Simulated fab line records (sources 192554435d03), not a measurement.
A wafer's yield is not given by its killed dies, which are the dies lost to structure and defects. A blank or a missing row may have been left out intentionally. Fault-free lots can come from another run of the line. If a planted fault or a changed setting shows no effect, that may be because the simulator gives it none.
Matching of chambers + flow n5-finfet + N5_BEOL_M10_STRIP_67 on rie-diel-02 has 4 sister chambers
The step strips in CF4. 4 wafers are shown with their chamber, then 9 later ones without.

== WAFERS, EACH WITH ITS CHAMBER ==
| wafer  | chamber | drypump-motor-current-A (A) |
|--------|---------|-----------------------------|
| L085.6 | 3       | 6.5                         |
| L087.1 | 0       | 6.1                         |
| L087.2 | 1       | 5.9                         |
| L087.3 | 2       | 5.6                         |

== WAFERS WITHOUT THEIR CHAMBER ==
| wafer  | drypump-motor-current-A (A) |
|--------|-----------------------------|
| L090.2 | 5.9                         |
| L090.3 | 5.6                         |
| L090.5 | 6.6                         |
| L094.1 | 5.6                         |
| L094.2 | 6.1                         |
| L094.3 | 6.6                         |
| L095.3 | 5.9                         |
| L095.5 | 6.1                         |
| L095.6 | 6.6                         |

== CHAMBER TAKEN BY EACH ==
| wafer  | from the rows above | in truth |
|--------|---------------------|----------|
| L090.2 | 1                   | 1        |
| L090.3 | 2                   | 2        |
| L090.5 | 3                   | 3        |
| L094.1 | 2                   | 2        |
| L094.2 | 0                   | 0        |
| L094.3 | 3                   | 3        |
| L095.3 | 1                   | 1        |
| L095.5 | 0                   | 0        |
| L095.6 | 3                   | 3        |
9 of 9 placed correctly. Not placeable from these rows: 0. Number placed wrongly: 0.
How it was worked out, from the rows above alone: a wafer's distance from a chamber is the root of the sum, over the readings, of the square of ((its reading less the chamber's mean) divided by the reading's scatter). The wafer belongs to the nearest chamber; if the next one is less than 2 further off, it can't be placed. The mean given for a chamber averages the wafers shown for that chamber. The scatter: with one shown wafer a chamber, the root of the mean of the squares of how far each hidden wafer lies from its nearest shown one.
